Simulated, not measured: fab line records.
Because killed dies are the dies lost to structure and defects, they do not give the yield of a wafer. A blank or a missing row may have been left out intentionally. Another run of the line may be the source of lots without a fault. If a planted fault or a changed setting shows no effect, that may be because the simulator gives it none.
fab line records    flow n5_finfet
record lots=9  wafers=26  last_day=17
route steps=1938 shown BEOL_M0_SAQP@668 BEOL_M0_CUTY@710 BEOL_M4@1111 PASSIVATION@1936
lots that met no fault: taken from a fault-free run of the same line
start_h: hours from the record's opening day to when the first of the lot's shown wafers began    wait_h: hours from the lot's prior step to this one    " as in the row above    L1.1+2: a single row standing in for several wafers    - either no value or no given start    * or withheld: withheld    < > ~ a bound
route shown NAME@n: a module of which the file shows steps, and the number in the route of the first    usual: average and standard deviation across the fault-free wafers    same: alike in all rows    chamber/n: place in a boat    sites: the reading at each site    _std_site: their standard deviation    _edge_site: inner sites' mean taken away from outer sites' mean    radius_mm: for every site, how far away it sits from the centre of the wafer    mask NAME#n: copy n    behind: tool/chamber where the wafer was last shaped    hold: why the lot went on hold/how many hours it stayed there/how the hold came to an end    device: which transistor (n, p or np) failed to switch    end of line: at the end of the route, the tests of the same wafers    a step with no rows: only its recipe    killed: at the first sort, the dies lost to defects and structure; wafer yield is something else    map: a wafer's dies, x killed, . not, _ none there
set.NAME: the setting that was run; set.NAME@STEP: the one run at that earlier step    model.NAME: the simulator's own value behind a step, which no gauge read
steps of the route over a sample of lots; a table a step, a row a wafer
services: when a tool's chamber went out of use (start_h, in hours from the record's first day, below 0 if earlier), for how many hours, and the reason
## steps
# step N5_BEOL_M0_SAQP_ETCH_102
# recipe chemistry=CF4  target=SiO2  target_depth_a=40  ion_energy_ev=350  time_s=4.4  pressure_mtorr=10  icp_w=800  bias_w=400  cf4_flow_sccm=80
# usual drypump_motor_current_A=5.4/0.41  oes_product_au=0.992/0.02  throttle_valve_pct=21.7/0.32
# same time_s=4.4
lot.wafer  tool       chamber  start_h  wait_h  drypump_motor_current_A  oes_product_au  rf_hours_counter_h  throttle_valve_pct
L482.2     rie_si-04  3        119.61   0.1     5.7                      0.967           167                 21.6
L482.5     "          0        "        "       6.4                      0.990           -                   21.7
L482.6     "          3        "        "       5.7                      0.960           -                   21.6
L481.1     rie_si-06  1        134.65   0.1     5.5                      1.018           117                 22.3
L481.3     "          2        "        "       4.8                      1.030           2                   21.7
L481.5     "          2        "        "       4.8                      1.023           -                   21.6
L485.4     rie_si-06  0        137.36   0.1     5.5                      1.001           131                 21.2
L485.5     "          1        "        "       5.4                      1.001           -                   22.3
L485.6     "          0        "        "       5.5                      1.007           -                   21.2
L487.2     rie_si-02  3        143.78   0.1     5.6                      0.995           163                 21.9
L487.3     "          2        "        "       5.3                      0.985           135                 21.7
L487.6     "          1        "        "       5.4                      0.968           -                   21.4
L489.2     rie_si-06  3        162.39   0.1     4.8                      1.011           73                  22.2
L489.4     "          2        "        "       4.8                      1.008           -                   21.7
L490.1     rie_si-02  2        172.19   0.1     5.3                      0.979           135                 21.7
L490.3     "          1        "        "       5.4                      0.964           39                  21.4
L490.4     "          0        "        "       5.3                      0.986           1                   21.4
L497.2     rie_si-06  2        208.09   0.1     4.8                      1.030           3                   21.7
L497.3     "          0        "        "       5.5                      1.018           132                 21.2
L497.5     "          1        "        "       5.4                      1.010           -                   22.2
L498.2     rie_si-06  1        212.22   0.1     5.4                      0.988           119                 22.3
L498.5     "          2        "        "       4.9                      1.017           -                   21.7
L498.6     "          3        "        "       4.8                      1.015           -                   22.2
L503.1     rie_si-02  3        242.20   0.1     5.6                      0.983           165                 21.9
L503.4     "          0        "        "       5.3                      0.982           3                   21.4
L503.6     "          0        "        "       5.3                      0.972           -                   21.4
# step N5_BEOL_M0_SAQP_RECESS_104
# recipe chemistry=HF/NH3  target=SiO2  target_depth_a=180  afs_cycles=3  temp_c=30  sublimation_temp_c=180  sublimation_time_s=60
# usual drypump_motor_current_A=5.6/0.31
# same sublimation_time_s=60
lot.wafer  tool           chamber  start_h  wait_h  drypump_motor_current_A
L482.2     vapor_etch-02  1        119.72   0.1     5.9
L482.5     "              1        "        "       5.9
L482.6     "              0        "        "       5.2
L481.1     vapor_etch-02  0        134.76   0.1     5.3
L481.3     "              0        "        "       5.2
L481.5     "              1        "        "       6.0
L485.4     vapor_etch-01  0        137.59   0.2     5.6
L485.5     "              0        "        "       5.6
L485.6     "              1        "        "       5.9
L487.2     vapor_etch-02  1        143.90   0.1     6.0
L487.3     "              0        "        "       5.2
L487.6     "              1        "        "       6.0
L489.2     vapor_etch-01  0        162.50   0.1     5.6
L489.4     "              1        "        "       5.9
L490.1     vapor_etch-02  1        172.33   0.1     6.0
L490.3     "              1        "        "       6.0
L490.4     "              0        "        "       5.2
L497.2     vapor_etch-02  1        208.21   0.1     6.0
L497.3     "              1        "        "       6.0
L497.5     "              0        "        "       5.3
L498.2     vapor_etch-01  1        212.34   0.1     5.9
L498.5     "              1        "        "       5.9
L498.6     "              0        "        "       5.6
L503.1     vapor_etch-02  0        242.31   0.1     5.2
L503.4     "              1        "        "       6.0
L503.6     "              1        "        "       6.0
# step N5_BEOL_M0_SAQP_INSPECT_42
# recipe mode=adi  inspect_instrument=brightfield
# usual raw_defect_count=291/80
lot.wafer  tool               chamber  start_h  wait_h  raw_defect_count
L482.2     defect_inspect-02  -        121.81   0.0     260
L482.5     "                  -        "        "       403
L482.6     "                  -        "        "       324
L481.1     defect_inspect-02  -        137.03   0.1     263
L481.3     "                  -        "        "       323
L481.5     "                  -        "        "       331
L485.4     defect_inspect-01  -        139.74   0.0     188
L485.5     "                  -        "        "       152
L485.6     "                  -        "        "       189
L487.2     defect_inspect-01  -        146.03   0.0     401
L487.3     "                  -        "        "       245
L487.6     "                  -        "        "       262
L489.2     defect_inspect-01  -        164.80   0.0     326
L489.4     "                  -        "        "       263
L490.1     defect_inspect-02  -        174.60   0.1     283
L490.3     "                  -        "        "       318
L490.4     "                  -        "        "       268
L497.2     defect_inspect-02  -        210.23   0.0     1313
L497.3     "                  -        "        "       1098
L497.5     "                  -        "        "       1288
L498.2     defect_inspect-02  -        214.56   0.0     1063
L498.5     "                  -        "        "       1112
L498.6     "                  -        "        "       1110
L503.1     defect_inspect-02  -        244.42   0.1     201
L503.4     "                  -        "        "       270
L503.6     "                  -        "        "       220
# step N5_BEOL_M0_SAQP_DESCUM_45
# recipe chemistry=O2  time_s=7  source_power_w=50  bias_power_w=20  pressure_mtorr=20  rf_frequency_hz=2.712e+07  temp_c=40  resist=CAR-EUV  o2_flow_sccm=225
# usual drypump_motor_current_A=5.9/0.54  oes_product_au=0.79/0.076  rf_vpp_V=243.2/1.4  showerhead_plenum_p_Torr=2.10/0.065  throttle_valve_pct=20.40/0.25
# same time_s=7
lot.wafer  tool         chamber  start_h  wait_h  drypump_motor_current_A  oes_product_au  rf_hours_counter_h  rf_vpp_V  showerhead_plenum_p_Torr  throttle_valve_pct
L482.2     rie_diel-02  3        121.85   0.0     6.0                      0.71            157                 243.4     2.11                      20.93
L482.5     "            3        "        "       6.0                      0.71            -                   242.8     2.11                      20.93
L482.6     "            0        "        "       5.6                      0.69            -                   244.8     2.14                      20.66
L481.1     rie_diel-04  1        137.06   0.0     5.0                      0.89            19                  243.4     2.17                      20.58
L481.3     "            2        "        "       5.7                      0.75            153                 242.3     2.02                      20.35
L481.5     "            3        "        "       6.7                      0.81            -                   242.3     2.03                      20.22
L485.4     rie_diel-02  2        139.86   0.1     6.2                      0.97            4                   244.5     2.23                      20.18
L485.5     "            2        "        "       6.2                      0.96            -                   244.5     2.23                      20.18
L485.6     "            3        "        "       6.0                      0.72            -                   242.8     2.11                      20.94
L487.2     rie_diel-04  1        146.06   0.0     5.0                      0.89            23                  243.6     2.17                      20.59
L487.3     "            3        "        "       6.7                      0.81            122                 242.2     2.03                      20.24
L487.6     "            2        "        "       5.8                      0.76            -                   241.6     2.02                      20.36
L489.2     rie_diel-04  2        164.83   0.0     5.7                      0.75            164                 242.5     2.02                      20.37
L489.4     "            1        "        "       5.0                      0.87            28                  242.8     2.17                      20.60
L490.1     rie_diel-04  1        174.63   0.0     5.0                      0.87            32                  244.0     2.17                      20.61
L490.3     "            0        "        "       6.1                      0.74            173                 244.5     2.16                      20.44
L490.4     "            2        "        "       5.7                      0.75            166                 240.4     2.02                      20.37
L497.2     rie_diel-01  3        210.26   0.0     6.3                      0.72            188                 242.8     2.09                      20.29
L497.3     "            2        "        "       6.8                      0.78            134                 241.5     2.02                      20.04
L497.5     "            3        "        "       6.3                      0.72            -                   243.5     2.09                      20.28
L498.2     rie_diel-04  3        214.66   0.1     6.7                      0.79            142                 241.8     2.02                      20.28
L498.5     "            2        "        "       5.7                      0.73            -                   241.8     2.01                      20.39
L498.6     "            3        "        "       6.7                      0.78            -                   242.4     2.02                      20.28
L503.1     rie_diel-02  3        244.52   0.1     6.0                      0.68            198                 243.2     2.10                      20.99
L503.4     "            1        "        "       5.3                      0.74            181                 243.5     2.05                      20.12
L503.6     "            0        "        "       5.5                      0.91            -                   245.8     2.13                      20.37
# step N5_BEOL_M0_SAQP_ETCH_88
# recipe chemistry=N2/H2  target=underlayer  target_depth_a=65  time_s=5.2  ion_energy_ev=200  mask_material=CAR-EUV  pressure_mtorr=30  source_w=840  bias_w=150  n2_flow_sccm=200  h2_flow_sccm=200  ends=cleared
# usual drypump_motor_current_A=5.9/0.54  etch_rf_on_time_s=5.23/0.18  h2_flow_sccm=200.0/0.62  oes_product_au=0.67/0.068  rf_vpp_V=524.0/2.6  showerhead_plenum_p_Torr=2.54/0.086  throttle_valve_pct=17.81/0.25
lot.wafer  tool         chamber  start_h  wait_h  drypump_motor_current_A  etch_rf_on_time_s  h2_flow_sccm  oes_product_au  rf_hours_counter_h  rf_vpp_V  showerhead_plenum_p_Torr  throttle_valve_pct
L482.2     rie_diel-02  3        121.88   0.0     6.0                      5.43               199.4         0.61            157                 524.3     2.53                      18.08
L482.5     "            3        "        "       6.0                      5.33               199.0         0.60            -                   522.8     2.53                      18.09
L482.6     "            0        "        "       5.6                      5.31               200.4         0.59            -                   525.5     2.64                      18.33
L481.1     rie_diel-04  1        137.10   0.0     5.0                      5.04               200.7         0.78            19                  527.5     2.62                      17.93
L481.3     "            2        "        "       5.7                      5.47               201.0         0.61            153                 519.7     2.44                      17.67
L481.5     "            3        "        "       6.7                      5.08               200.0         0.69            -                   521.9     2.44                      17.55
L485.4     rie_diel-02  2        139.90   0.0     6.2                      4.99               200.8         0.80            4                   528.9     2.70                      17.52
L485.5     "            2        "        "       6.2                      5.00               199.7         0.80            -                   528.5     2.70                      17.54
L485.6     "            3        "        "       6.0                      5.31               200.7         0.62            -                   524.3     2.52                      18.11
L487.2     rie_diel-04  1        146.09   0.0     5.0                      5.03               199.6         0.78            23                  525.0     2.62                      17.96
L487.3     "            3        "        "       6.7                      5.02               199.4         0.70            122                 522.1     2.44                      17.57
L487.6     "            2        "        "       5.7                      5.46               200.1         0.62            -                   521.7     2.44                      17.69
L489.2     rie_diel-04  2        164.87   0.0     5.7                      5.45               200.4         0.62            164                 520.5     2.44                      17.72
L489.4     "            1        "        "       5.0                      5.04               198.9         0.75            28                  526.5     2.62                      17.95
L490.1     rie_diel-04  1        174.67   0.0     5.0                      5.12               199.8         0.75            32                  526.2     2.62                      17.98
L490.3     "            0        "        "       6.1                      5.46               200.8         0.62            173                 525.8     2.65                      18.08
L490.4     "            2        "        "       5.7                      5.44               200.8         0.61            166                 521.0     2.44                      17.70
L497.2     rie_diel-01  3        210.30   0.0     6.3                      5.48               199.8         0.59            188                 523.1     2.50                      17.39
L497.3     "            2        "        "       6.8                      5.14               200.0         0.65            134                 521.6     2.47                      17.66
L497.5     "            3        "        "       6.3                      5.50               200.3         0.62            -                   524.2     2.50                      17.38
L498.2     rie_diel-04  3        214.69   0.0     6.7                      5.00               200.1         0.69            142                 519.3     2.43                      17.58
L498.5     "            2        "        "       5.8                      5.42               199.7         0.61            -                   521.3     2.43                      17.70
L498.6     "            3        "        "       6.7                      5.03               199.9         0.68            -                   522.5     2.43                      17.60
L503.1     rie_diel-02  3        244.55   0.0     6.0                      5.44               199.4         0.58            198                 523.4     2.51                      18.14
L503.4     "            1        "        "       5.4                      5.22               200.2         0.63            181                 525.2     2.53                      17.83
L503.6     "            0        "        "       5.6                      5.38               198.7         0.77            -                   528.3     2.63                      17.98
# step N5_BEOL_M0_CUTY_INSPECT_59
# recipe mode=adi  inspect_instrument=macro
# usual raw_defect_count=2.0/1.5
lot.wafer  tool               chamber  start_h  wait_h  raw_defect_count
L482.2     defect_inspect-01  -        123.26   0.0     2
L482.5     "                  -        "        "       2
L482.6     "                  -        "        "       3
L481.1     defect_inspect-01  -        141.26   0.0     1
L481.3     "                  -        "        "       1
L481.5     "                  -        "        "       2
L485.4     defect_inspect-02  -        141.30   0.0     2
L485.5     "                  -        "        "       1
L485.6     "                  -        "        "       1
L487.2     defect_inspect-01  -        147.42   0.0     3
L487.3     "                  -        "        "       2
L487.6     "                  -        "        "       1
L489.2     defect_inspect-02  -        166.19   0.0     2
L489.4     "                  -        "        "       3
L490.1     defect_inspect-02  -        176.02   0.0     4
L490.3     "                  -        "        "       3
L490.4     "                  -        "        "       1
L497.2     defect_inspect-01  -        211.62   0.0     >300
L497.3     "                  -        "        "       >300
L497.5     "                  -        "        "       >300
L498.2     defect_inspect-01  -        216.01   0.0     >300
L498.5     "                  -        "        "       >300
L498.6     "                  -        "        "       >300
L503.1     defect_inspect-01  -        245.77   0.0     3
L503.4     "                  -        "        "       2
L503.6     "                  -        "        "       2
# step N5_BEOL_M4_RC_MEAS_101
# usual DIBL_N=36.9/2.1  DIBL_P=37.1/2.5  IOFF_N=0.17/0.039  IOFF_P=0.23/0.043  ION_N=673/15  ION_P=462/9.1  SS_N=71.8/0.69  SS_P=73.6/0.74  VT_N=250/3.6  VT_P=-249.7/2.9
lot.wafer  tool       chamber  start_h  wait_h  DIBL_N[mV/V]  DIBL_P[mV/V]  IOFF_N[nA/um]  IOFF_P[nA/um]  ION_N[uA/um]  ION_P[uA/um]  SS_N[mV/dec]  SS_P[mV/dec]  VT_N[mV]  VT_P[mV]
L482.2     prober-02  0        177.83   0.2     35.1          37.0          0.16           0.24           691           474           71.2          74.0          251       -247.6
L482.5     "          0        "        "       36.0          36.9          0.15           0.23           666           459           71.7          73.6          253       -248.0
L482.6     "          0        "        "       34.3          35.4          0.14           0.20           674           464           71.2          73.3          249       -248.0
L481.1     prober-01  0        185.58   0.0     37.9          37.0          0.18           0.19           674           447           71.8          73.2          248       -249.9
L481.3     "          0        "        "       39.5          40.3          0.22           0.23           687           456           71.9          74.3          247       -250.1
L481.5     "          0        "        "       37.5          36.5          0.16           0.17           664           444           72.2          73.8          253       -252.8
L485.4     prober-02  0        197.94   0.5     35.4          35.1          0.14           0.20           662           456           71.9          74.4          255       -251.6
L485.5     "          0        "        "       34.6          34.5          0.14           0.19           659           451           72.0          73.8          254       -250.6
L485.6     "          0        "        "       37.6          37.6          0.18           0.22           683           469           72.3          74.3          251       -250.2
L487.2     prober-01  0        198.34   0.2     35.2          34.9          0.13           0.19           657           453           71.6          72.6          254       -252.9
L487.3     "          0        "        "       38.6          38.4          0.20           0.26           673           462           71.9          73.9          250       -246.8
L487.6     "          0        "        "       39.4          39.8          0.21           0.27           680           467           71.9          73.5          245       -245.6
L489.2     prober-02  0        218.58   0.2     34.7          36.2          0.14           0.21           661           459           71.6          73.8          252       -247.3
L489.4     "          0        "        "       37.2          38.4          0.19           0.25           668           466           72.7          74.6          249       -244.8
L490.1     prober-01  0        224.72   0.0     43.2          41.7          0.28           0.34           689           465           73.0          75.6          243       -247.7
L490.3     "          0        "        "       38.0          35.4          0.17           0.21           659           447           71.8          73.8          251       -252.2
L490.4     "          0        "        "       35.8          34.8          0.14           0.21           682           467           70.4          73.4          250       -249.3
L498.2     prober-01  0        267.39   0.2     39.1          39.0          0.23           0.26           689           473           72.1          73.4          244       -245.7
L498.5     "          0        "        "       35.9          36.4          0.16           0.21           673           457           71.3          73.0          250       -250.8
L498.6     "          0        "        "       40.5          42.4          0.25           0.31           701           476           72.7          74.5          246       -247.9
L497.2     prober-01  0        272.54   0.2     40.2          41.3          0.22           0.28           700           472           72.7          73.9          248       -246.3
L497.3     "          0        "        "       38.7          39.0          0.19           0.24           689           465           72.4          72.8          246       -249.5
L497.5     "          0        "        "       40.3          41.2          0.20           0.27           695           474           72.6          73.8          246       -246.3
L503.1     prober-02  0        302.10   0.0     37.3          35.9          0.17           0.21           681           462           72.1          73.4          248       -250.6
L503.4     "          0        "        "       33.3          32.1          0.11           0.15           664           455           70.4          72.4          254       -254.1
L503.6     "          0        "        "       37.4          37.0          0.19           0.23           700           474           71.9          73.5          245       -250.7
# step N5_PASSIVATION_PROBE_49
# usual defect_limited_yield=91.3/1.4  killed_at_M0_to_M3=32/9.5  killed_at_M4_up=14/5.2  killed_at_contacts=13/5.7  killed_at_front_end=41/12  killed_at_other=3.5/2.6  killed_dies=103/17  killed_open=68/14  killed_short=32/7  sort_bin_4_leakage=0.01/0.051  sort_bin_5_function=5.0/0.91  sort_bin_6_memory=3.3/0.7  sort_bin_8_speed=0.03/0.22  sort_n_pass=1076/17  sort_yield_pct=91.2/1.4
# same gross_dies=1180  killed_at_back_side=0
lot.wafer  tool       chamber  start_h  wait_h  defect_limited_yield[%]  killed_at_M0_to_M3  killed_at_M4_up  killed_at_contacts  killed_at_front_end  killed_at_other  killed_dies  killed_open  killed_short  sort_bin_4_leakage[%]  sort_bin_5_function[%]  sort_bin_6_memory[%]  sort_bin_8_speed[%]  sort_n_pass  sort_yield_pct[%]
L498.2     prober-02  -        364.78   0.1     81.9                     169                 7                6                   28                   4                214          38           34            0                      10.4                    3.9                   0                    966          81.9
L498.5     prober-02  -        364.93   0.2     86.3                     103                 10               17                  30                   2                162          62           28            0                      7.3                     3.6                   0                    1018         86.3
L498.6     prober-02  -        364.98   0.3     80.9                     173                 12               10                  27                   3                225          49           34            0                      12.0                    3.7                   0                    955          80.9
L497.2     prober-02  -        372.36   0.1     82.7                     119                 16               12                  56                   1                204          97           33            0                      9.7                     4.3                   0                    976          82.7
L497.3     prober-02  -        372.41   0.2     84.9                     130                 11               7                   30                   0                178          50           25            0                      8.7                     3.7                   0                    1002         84.9
L497.5     prober-02  -        372.51   0.3     80.3                     161                 9                5                   58                   0                233          70           30            0                      13.1                    4.2                   0                    947          80.3
# killed by level:class
L498.2 BEOL_M0_SAQP:unspecified=141 BEOL_M0_SAQP:geometric_particle:short=10 STI_FIN_REVEAL:geometric_particle:open=7 BEOL_M0_SAQP:geometric_particle:open=6 BEOL_M2:geometric_particle:short=5 STI_FIN_REVEAL:geometric_particle:short=4 MOL_CONTACT_COAG:geometric_particle:open=4 BEOL_M4:geometric_particle:open=4
L498.5 BEOL_M0_SAQP:unspecified=72 MOL_CONTACT_COAG:geometric_particle:open=14 BEOL_M0_SAQP:geometric_particle:open=13 BEOL_M0_SAQP:geometric_particle:short=8 FIN_SAQP:geometric_particle:short=6 FIN_SAQP:geometric_particle:open=4 STI_FIN_REVEAL:geometric_particle:open=4 BEOL_M1:geometric_particle:open=4
L498.6 BEOL_M0_SAQP:unspecified=140 BEOL_M0_SAQP:geometric_particle:open=8 BEOL_M2:geometric_particle:short=8 MOL_CONTACT_COAG:geometric_particle:open=7 BEOL_M0_SAQP:geometric_particle:short=6 BEOL_M1:geometric_particle:open=6 BEOL_M4:geometric_particle:open=6 STI_FIN_REVEAL:geometric_particle:open=5
L497.2 BEOL_M0_SAQP:unspecified=63 BEOL_M0_SAQP:geometric_particle:open=23 FIN_SAQP:geometric_particle:open=17 BEOL_M0_SAQP:geometric_particle:short=15 STI_FIN_REVEAL:geometric_particle:open=14 MOL_CONTACT_COAG:geometric_particle:open=12 HKMG_FIN:area_etch=11 BEOL_M1:geometric_particle:open=5
L497.3 BEOL_M0_SAQP:unspecified=102 STI_FIN_REVEAL:geometric_particle:open=9 BEOL_M1:geometric_particle:open=8 FIN_SAQP:geometric_particle:short=5 BEOL_M3:geometric_particle:open=5 STARTING-WAFER:geometric_particle:open=5 MOL_CONTACT_COAG:geometric_particle:open=4 BEOL_M3:geometric_particle:short=4
L497.5 BEOL_M0_SAQP:unspecified=133 STI_FIN_REVEAL:geometric_particle:open=28 BEOL_M0_SAQP:geometric_particle:open=8 BEOL_M0_SAQP:geometric_particle:short=6 STI_FIN_REVEAL:geometric_particle:short=5 GATE_CUT:geometric_particle:short=4 BEOL_M0:geometric_particle:open=4 BEOL_M2:geometric_particle:open=4
## services
tool           chamber  start_h  hours  kind
rie_diel-02    2        102.90   -      clean
rie_diel-02    2        102.90   -      consumable_replace:focus_ring
rie_diel-02    2        102.90   -      consumable_replace:showerhead
rie_diel-02    2        102.90   25.0   scheduled_down
rie_diel-02    2        102.90   25.0   vent_cycle
rie_si-06      1        103.48   8.0    repair
rie_diel-04    2        114.20   1.9    repair
rie_si-02      3        124.63   12.3   repair
rie_diel-04    -        131.63   0.8    repair
rie_diel-04    0        132.51   11.9   repair
rie_si-02      -        145.78   2.8    pm
rie_si-06      1        146.47   8.6    repair
rie_diel-02    1        156.55   15.9   repair
rie_si-06      0        160.43   9.1    repair
vapor_etch-01  -        164.70   0.3    repair
rie_diel-01    3        165.35   3.0    repair
rie_diel-02    0        172.64   -      clean
rie_diel-02    0        172.64   -      consumable_replace:focus_ring
rie_diel-02    0        172.64   14.3   scheduled_down
vapor_etch-02  1        172.88   7.9    repair
rie_si-04      0        189.98   8.7    repair
rie_diel-01    2        220.07   16.1   repair
rie_si-06      -        221.99   15.6   pm
rie_si-04      -        240.80   2.8    pm
## key
first_sign step=N5_BEOL_M0_SAQP_INSPECT_42  reading=raw_defect_count  direction=up  sigmas=11  usual=291  struck=1164
effect step=N5_BEOL_M0_CUTY_INSPECT_59  reading=raw_defect_count  direction=up  sigmas=99+  usual=2.0  struck=>300
effect step=N5_PASSIVATION_PROBE_49  reading=killed_at_M0_to_M3  direction=up  sigmas=12  usual=32  struck=142
more_kills_born_at N5_BEOL_M0_SAQP_ETCH_102@rie_si-06=651
met_at N5_BEOL_M0_SAQP_ETCH_102
struck_lots L497,L498
baseline_loss step=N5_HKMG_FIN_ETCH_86  wafers=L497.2
not_acting_at N5_BEOL_M0_SAQP_RECESS_104,N5_BEOL_M0_SAQP_DESCUM_45,N5_BEOL_M0_SAQP_ETCH_88
onset_between 162.39 208.09
fault kind=chamber_particle_source  tool=rie_si-06  chamber=-  onset_h=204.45  steps=N5_BEOL_M0_SAQP_ETCH_102  rate_per_visit_cm2=1.2798  end_h=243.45
# baseline_loss: these wafers lose ten dies or more at that step, a loss of the line's own and not of a fault; the sort's usual values leave them out
